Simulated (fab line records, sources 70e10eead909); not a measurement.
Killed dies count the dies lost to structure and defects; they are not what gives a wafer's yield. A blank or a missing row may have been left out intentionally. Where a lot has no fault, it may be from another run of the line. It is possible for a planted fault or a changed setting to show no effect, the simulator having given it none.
Matching of chambers | flow nandHarc | 4 sister chambers for NHARC_P_GATE_DESCUM_13 on rieDiel-08
The step chemistry O2, time 3 s. 14 wafers are shown with their chamber, then 7 later ones without.

## EACH WAFER AND ITS CHAMBER
wafer  | chamber | showerheadPlenumPTorr (Torr) | drypumpMotorCurrentA (A) | oesProductAu (a.u.)
L074.2 | 1       | 1.88                         | 5.9                      | 1.001
L074.3 | 2       | 1.95                         | 5.8                      | 0.981
L074.4 | 3       | 1.80                         | 5.7                      | 0.987
L075.2 | 0       | 1.98                         | 5.7                      | 0.998
L075.3 | 2       | 1.95                         | 5.8                      | 0.970
L075.5 | 1       | 1.88                         | 5.9                      | 1.014
L083.1 | 2       | 1.95                         | 5.8                      | 0.993
L083.2 | 0       | 1.98                         | 5.7                      | 1.006
L083.6 | 2       | 1.95                         | 5.8                      | 0.987
L091.1 | 3       | 1.80                         | 5.6                      | 0.981
L091.3 | 2       | 1.94                         | 5.8                      | 1.021
L091.5 | 0       | 1.98                         | 5.7                      | 0.997
L093.1 | 0       | 1.98                         | 5.7                      | 0.989
L093.3 | 1       | 1.87                         | 5.9                      | 1.018

SIGNATURES, as means of the wafers listed above
reading               | chamber 0 | chamber 1 | chamber 2 | chamber 3 | scatter within a chamber
showerheadPlenumPTorr | 1.9800    | 1.8767    | 1.9480    | 1.8000    | 0.00383
drypumpMotorCurrentA  | 5.700     | 5.900     | 5.800     | 5.650     | 0.0224
oesProductAu          | 0.99750   | 1.01100   | 0.99040   | 0.98400   | 0.0133
Rule: a wafer lies at a distance from a chamber equal to the root of the sum of squares, over the readings, of (its reading less the chamber's mean, divided by the reading's scatter). The wafer belongs to the nearest chamber; if the next one is less than 2 further off, it can't be placed. The scatter is the square root of a quotient: the sum, over the shown wafers, of each reading's squared deviation from its chamber's mean, divided by wafers minus chambers.

## WAFERS MISSING THEIR CHAMBER
wafer  | showerheadPlenumPTorr (Torr) | drypumpMotorCurrentA (A) | oesProductAu (a.u.)
L093.5 | 1.94                         | 5.8                      | 1.001
L096.1 | 1.94                         | 5.8                      | 1.012
L096.2 | 1.98                         | 5.7                      | 0.996
L096.3 | 1.87                         | 6.0                      | 1.003
L097.1 | 1.98                         | 5.7                      | 0.992
L097.5 | 1.98                         | 5.7                      | 0.988
L097.6 | 1.87                         | 6.0                      | 1.007

## THE CHAMBER EACH PASSED THROUGH
wafer  | from the rows above | in truth
L093.5 | 2                   | 2
L096.1 | 2                   | 2
L096.2 | 0                   | 0
L096.3 | 1                   | 1
L097.1 | 0                   | 0
L097.5 | 0                   | 0
L097.6 | 1                   | 1
Correct placement for 7 of the 7. Number that these rows cannot place: 0. Number placed wrongly: 0.
